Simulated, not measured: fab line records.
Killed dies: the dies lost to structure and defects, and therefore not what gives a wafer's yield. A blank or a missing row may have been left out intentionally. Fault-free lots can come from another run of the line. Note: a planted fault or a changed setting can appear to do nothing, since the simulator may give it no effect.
Matching of chambers / flow nandHarc / 4 sister chambers for NHARC_A_STAIRCASE_TRIM_229 on rieDiel-02
The step chemistry O2, time 211.2 s. 20 wafers are shown with their chamber, then 10 later ones without.

== WAFERS PAIRED WITH THEIR CHAMBERS ==
wafer=L075.1; chamber=2; showerheadPlenumPTorr (Torr)=3.47; drypumpMotorCurrentA (A)=5.7; rfVppV (V)=57.5
wafer=L075.2; chamber=3; showerheadPlenumPTorr (Torr)=3.34; drypumpMotorCurrentA (A)=6.0; rfVppV (V)=56.7
wafer=L075.3; chamber=1; showerheadPlenumPTorr (Torr)=3.71; drypumpMotorCurrentA (A)=6.1; rfVppV (V)=59.1
wafer=L077.1; chamber=3; showerheadPlenumPTorr (Torr)=3.34; drypumpMotorCurrentA (A)=6.0; rfVppV (V)=57.8
wafer=L077.2; chamber=2; showerheadPlenumPTorr (Torr)=3.46; drypumpMotorCurrentA (A)=5.7; rfVppV (V)=56.8
wafer=L077.6; chamber=1; showerheadPlenumPTorr (Torr)=3.71; drypumpMotorCurrentA (A)=6.2; rfVppV (V)=58.5
wafer=L078.3; chamber=0; showerheadPlenumPTorr (Torr)=3.34; drypumpMotorCurrentA (A)=6.0; rfVppV (V)=57.2
wafer=L078.4; chamber=3; showerheadPlenumPTorr (Torr)=3.34; drypumpMotorCurrentA (A)=6.0; rfVppV (V)=57.6
wafer=L078.6; chamber=3; showerheadPlenumPTorr (Torr)=3.33; drypumpMotorCurrentA (A)=6.0; rfVppV (V)=57.6
wafer=L082.1; chamber=0; showerheadPlenumPTorr (Torr)=3.33; drypumpMotorCurrentA (A)=6.0; rfVppV (V)=58.0
wafer=L082.2; chamber=3; showerheadPlenumPTorr (Torr)=3.33; drypumpMotorCurrentA (A)=6.0; rfVppV (V)=57.0
wafer=L082.5; chamber=3; showerheadPlenumPTorr (Torr)=3.33; drypumpMotorCurrentA (A)=6.0; rfVppV (V)=57.3
wafer=L083.1; chamber=2; showerheadPlenumPTorr (Torr)=3.45; drypumpMotorCurrentA (A)=5.7; rfVppV (V)=57.8
wafer=L083.2; chamber=3; showerheadPlenumPTorr (Torr)=3.33; drypumpMotorCurrentA (A)=6.0; rfVppV (V)=57.0
wafer=L083.5; chamber=2; showerheadPlenumPTorr (Torr)=3.45; drypumpMotorCurrentA (A)=5.7; rfVppV (V)=57.6
wafer=L086.1; chamber=3; showerheadPlenumPTorr (Torr)=3.32; drypumpMotorCurrentA (A)=6.0; rfVppV (V)=57.2
wafer=L086.3; chamber=0; showerheadPlenumPTorr (Torr)=3.33; drypumpMotorCurrentA (A)=5.9; rfVppV (V)=57.8
wafer=L086.5; chamber=3; showerheadPlenumPTorr (Torr)=3.32; drypumpMotorCurrentA (A)=6.0; rfVppV (V)=56.7
wafer=L092.1; chamber=0; showerheadPlenumPTorr (Torr)=3.32; drypumpMotorCurrentA (A)=6.0; rfVppV (V)=56.8
wafer=L092.3; chamber=2; showerheadPlenumPTorr (Torr)=3.45; drypumpMotorCurrentA (A)=5.7; rfVppV (V)=57.8

SIGNATURES, as means of the wafers listed above
reading=showerheadPlenumPTorr; chamber 0=3.3300; chamber 1=3.7100; chamber 2=3.4560; chamber 3=3.3311; scatter within a chamber=0.00794
reading=drypumpMotorCurrentA; chamber 0=5.975; chamber 1=6.150; chamber 2=5.700; chamber 3=6.000; scatter within a chamber=0.028
reading=rfVppV; chamber 0=57.450; chamber 1=58.800; chamber 2=57.500; chamber 3=57.211; scatter within a chamber=0.436
Rule: for each reading, subtract the chamber's mean from the wafer's reading, divide by that reading's scatter and square the result; add these up over the readings and take the root, which gives the wafer's distance from the chamber. The wafer belongs to the nearest chamber; if the next one is less than 2 further off, it can't be placed. How the scatter is found: for the shown wafers, subtract from each reading the mean of its chamber, square and add these, divide the total by (wafers less chambers), then take the root.

== WAFERS WITHOUT THEIR CHAMBER ==
wafer=L092.4; showerheadPlenumPTorr (Torr)=3.69; drypumpMotorCurrentA (A)=6.2; rfVppV (V)=57.1
wafer=L089.3; showerheadPlenumPTorr (Torr)=3.69; drypumpMotorCurrentA (A)=6.1; rfVppV (V)=58.7
wafer=L089.5; showerheadPlenumPTorr (Torr)=3.32; drypumpMotorCurrentA (A)=6.0; rfVppV (V)=57.2
wafer=L089.6; showerheadPlenumPTorr (Torr)=3.69; drypumpMotorCurrentA (A)=6.2; rfVppV (V)=58.1
wafer=L093.1; showerheadPlenumPTorr (Torr)=3.32; drypumpMotorCurrentA (A)=6.0; rfVppV (V)=57.3
wafer=L093.3; showerheadPlenumPTorr (Torr)=3.44; drypumpMotorCurrentA (A)=5.7; rfVppV (V)=58.6
wafer=L093.4; showerheadPlenumPTorr (Torr)=3.69; drypumpMotorCurrentA (A)=6.2; rfVppV (V)=57.8
wafer=L097.1; showerheadPlenumPTorr (Torr)=3.32; drypumpMotorCurrentA (A)=6.0; rfVppV (V)=56.2
wafer=L097.3; showerheadPlenumPTorr (Torr)=3.32; drypumpMotorCurrentA (A)=6.0; rfVppV (V)=57.2
wafer=L097.4; showerheadPlenumPTorr (Torr)=3.32; drypumpMotorCurrentA (A)=5.9; rfVppV (V)=57.0

== WHICH CHAMBER EACH ONE RAN IN ==
wafer=L092.4; from the rows above=1; in truth=1
wafer=L089.3; from the rows above=1; in truth=1
wafer=L089.5; from the rows above=can't be placed: 3 or 0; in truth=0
wafer=L089.6; from the rows above=1; in truth=1
wafer=L093.1; from the rows above=can't be placed: 3 or 0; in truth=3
wafer=L093.3; from the rows above=2; in truth=2
wafer=L093.4; from the rows above=1; in truth=1
wafer=L097.1; from the rows above=can't be placed: 3 or 0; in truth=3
wafer=L097.3; from the rows above=can't be placed: 3 or 0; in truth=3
wafer=L097.4; from the rows above=can't be placed: 0 or 3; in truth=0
Placed correctly: 5 of 10. Cannot be placed on the basis of these rows: 5; the candidates contain the true chamber in 5. Placed wrongly: 0.
